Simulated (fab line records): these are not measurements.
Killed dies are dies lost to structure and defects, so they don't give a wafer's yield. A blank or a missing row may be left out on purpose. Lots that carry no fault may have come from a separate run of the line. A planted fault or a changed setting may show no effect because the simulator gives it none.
Matching of chambers | flow nand harc | NHARC_P_CONTACT_ETCH_35 on rie diel-01 has 4 sister chambers
The step etches the open film in CF4, target depth 39 nm, time 65 s. 8 wafers are shown with their chamber, then 7 later ones without.

WAFERS PAIRED WITH THEIR CHAMBERS
wafer  | chamber | drypump motor current A (A) | throttle valve pct (%)
L789.3 | 2       | 6.08                        | 13.264
L789.5 | 0       | 6.02                        | 13.280
L798.5 | 2       | 6.09                        | 13.273
L802.1 | 3       | 5.42                        | 13.292
L802.5 | 3       | 5.44                        | 13.295
L802.6 | 0       | 6.01                        | 13.281
L803.3 | 1       | 5.59                        | 13.283
L803.4 | 1       | 5.60                        | 13.284

WAFERS WHOSE CHAMBER IS MISSING
wafer  | drypump motor current A (A) | throttle valve pct (%)
L803.5 | 6.07                        | 13.281
L804.2 | 6.09                        | 13.281
L804.3 | 5.61                        | 13.291
L804.4 | 6.02                        | 13.294
L809.3 | 5.44                        | 13.280
L809.4 | 5.58                        | 13.289
L809.6 | 5.45                        | 13.283

WHICH CHAMBER EACH WENT THROUGH
wafer  | from the rows above     | in truth
L803.5 | can't be placed: 2 or 0 | 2
L804.2 | 2                       | 2
L804.3 | 1                       | 1
L804.4 | 0                       | 0
L809.3 | 3                       | 3
L809.4 | 1                       | 1
L809.6 | 3                       | 3
Correctly placed: 6 of 7. These rows do not allow placing 1 (true chamber among the candidates in 1). Number placed wrongly: 0.
How it was worked out, from the rows above alone: a wafer's distance from a chamber is the root of the sum, over the readings, of the square of ((its reading less the chamber's mean) divided by the reading's scatter). If the next closest chamber is less than 2 further off than the closest, the wafer can't be placed; otherwise it belongs to the closest. The mean given for a chamber averages the wafers shown for that chamber. The scatter: the root of (the sum of the squares of (reading less its chamber's mean) over the shown wafers, divided by (wafers less chambers)).
